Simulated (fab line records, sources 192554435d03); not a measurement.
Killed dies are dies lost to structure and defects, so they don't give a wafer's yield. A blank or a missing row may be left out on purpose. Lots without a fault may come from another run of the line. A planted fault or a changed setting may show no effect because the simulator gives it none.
Chamber matching | flow n5_finfet | N5_BEOL_M5_ETCH_75 on rie_diel-02: 4 sister chambers
The step etches underlayer in N2/H2, target depth 6.5 nm, time 5.2 s. 27 wafers are shown with their chamber, then 12 later ones without.

WAFERS WITH THEIR CHAMBER
wafer  | chamber | drypump_motor_current_A (A) | showerhead_plenum_p_Torr (Torr) | throttle_valve_pct (%)
L077.1 | 3       | 5.9                         | 2.43                            | 18.05
L077.2 | 0       | 5.8                         | 2.53                            | 17.73
L077.3 | 1       | 6.1                         | 2.60                            | 17.66
L078.3 | 2       | 5.0                         | 2.52                            | 17.78
L078.5 | 0       | 5.7                         | 2.53                            | 17.74
L078.6 | 1       | 6.2                         | 2.60                            | 17.68
L080.2 | 0       | 5.8                         | 2.53                            | 17.73
L080.4 | 1       | 6.1                         | 2.60                            | 17.67
L080.5 | 1       | 6.2                         | 2.60                            | 17.67
L081.1 | 2       | 5.0                         | 2.52                            | 17.79
L081.2 | 0       | 5.8                         | 2.53                            | 17.75
L081.3 | 3       | 5.9                         | 2.43                            | 18.05
L085.1 | 1       | 6.2                         | 2.60                            | 17.68
L085.2 | 3       | 5.9                         | 2.43                            | 18.09
L085.5 | 3       | 5.9                         | 2.43                            | 18.09
L086.1 | 3       | 5.9                         | 2.42                            | 18.09
L086.3 | 0       | 5.8                         | 2.52                            | 17.76
L086.4 | 1       | 6.2                         | 2.60                            | 17.67
L088.2 | 2       | 5.0                         | 2.51                            | 17.82
L088.5 | 0       | 5.8                         | 2.52                            | 17.74
L088.6 | 1       | 6.2                         | 2.60                            | 17.70
L089.2 | 0       | 5.7                         | 2.52                            | 17.80
L089.3 | 3       | 5.9                         | 2.42                            | 18.08
L089.6 | 2       | 4.9                         | 2.51                            | 17.82
L092.1 | 1       | 6.2                         | 2.59                            | 17.71
L092.4 | 2       | 5.0                         | 2.51                            | 17.85
L092.6 | 3       | 5.9                         | 2.42                            | 18.10

SIGNATURES (means of the wafers above)
reading                  | chamber 0 | chamber 1 | chamber 2 | chamber 3 | scatter within a chamber
drypump_motor_current_A  | 5.771     | 6.175     | 4.980     | 5.900     | 0.0403
showerhead_plenum_p_Torr | 2.5257    | 2.5987    | 2.5140    | 2.4257    | 0.00489
throttle_valve_pct       | 17.7500   | 17.6800   | 17.8120   | 18.0786   | 0.022
Rule: a wafer's distance from a chamber is the root of the sum, over the readings, of the square of ((its reading less the chamber's mean) divided by the reading's scatter). The wafer belongs to the nearest chamber; if the next one is less than 2 further off, it can't be placed. The scatter: the root of (the sum of the squares of (reading less its chamber's mean) over the shown wafers, divided by (wafers less chambers)).

WAFERS WITHOUT THEIR CHAMBER
wafer  | drypump_motor_current_A (A) | showerhead_plenum_p_Torr (Torr) | throttle_valve_pct (%)
L095.2 | 5.9                         | 2.42                            | 18.10
L095.3 | 5.0                         | 2.51                            | 17.83
L095.5 | 4.9                         | 2.51                            | 17.84
L093.1 | 5.9                         | 2.42                            | 18.11
L093.3 | 4.9                         | 2.51                            | 17.87
L093.5 | 6.2                         | 2.59                            | 17.69
L094.1 | 5.9                         | 2.42                            | 18.10
L094.2 | 5.8                         | 2.51                            | 17.81
L094.5 | 5.9                         | 2.42                            | 18.08
L096.2 | 6.1                         | 2.59                            | 17.72
L096.4 | 5.0                         | 2.51                            | 17.85
L096.6 | 5.9                         | 2.42                            | 18.09

WHICH CHAMBER EACH WENT THROUGH
wafer  | from the rows above | in truth
L095.2 | 3                   | 3
L095.3 | 2                   | 2
L095.5 | 2                   | 2
L093.1 | 3                   | 3
L093.3 | 2                   | 2
L093.5 | 1                   | 1
L094.1 | 3                   | 3
L094.2 | 0                   | 0
L094.5 | 3                   | 3
L096.2 | 1                   | 1
L096.4 | 2                   | 2
L096.6 | 3                   | 3
Placed correctly: 12 of 12. Can't be placed from these rows: 0. Placed wrongly: 0.
